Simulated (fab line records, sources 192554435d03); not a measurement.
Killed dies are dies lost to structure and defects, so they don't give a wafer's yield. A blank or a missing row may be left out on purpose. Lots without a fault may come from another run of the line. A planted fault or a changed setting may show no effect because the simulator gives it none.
Chamber matching | flow n5_finfet | N5_HKMG_FIN_ETCH_32 on rie_diel-02: 4 sister chambers
The step etches SOC in N2/H2, target depth 240 nm, time 300 s. 4 wafers are shown with their chamber, then 12 later ones without.

WAFERS WITH THEIR CHAMBER
wafer  | chamber | showerhead_plenum_p_Torr (Torr)
L084.6 | 1       | 2.62
L089.3 | 2       | 2.43
L089.5 | 3       | 2.49
L089.6 | 0       | 2.56

WAFERS WITHOUT THEIR CHAMBER
wafer  | showerhead_plenum_p_Torr (Torr)
L090.3 | 2.62
L090.4 | 2.56
L090.6 | 2.62
L092.2 | 2.43
L092.3 | 2.49
L092.4 | 2.62
L094.1 | 2.61
L094.2 | 2.56
L094.3 | 2.49
L094.4 | 2.43
L094.5 | 2.56
L094.6 | 2.61

WHICH CHAMBER EACH WENT THROUGH
wafer  | from the rows above | in truth
L090.3 | 1                   | 1
L090.4 | 0                   | 0
L090.6 | 1                   | 1
L092.2 | 2                   | 2
L092.3 | 3                   | 3
L092.4 | 1                   | 1
L094.1 | 1                   | 1
L094.2 | 0                   | 0
L094.3 | 3                   | 3
L094.4 | 2                   | 2
L094.5 | 0                   | 0
L094.6 | 1                   | 1
Placed correctly: 12 of 12. Can't be placed from these rows: 0. Placed wrongly: 0.
How it was worked out, from the rows above alone: a wafer's distance from a chamber is the root of the sum, over the readings, of the square of ((its reading less the chamber's mean) divided by the reading's scatter). The wafer belongs to the nearest chamber; if the next one is less than 2 further off, it can't be placed. A chamber's mean is the mean of its shown wafers. The scatter: with one shown wafer a chamber, the root of the mean of the squares of how far each hidden wafer lies from its nearest shown one.
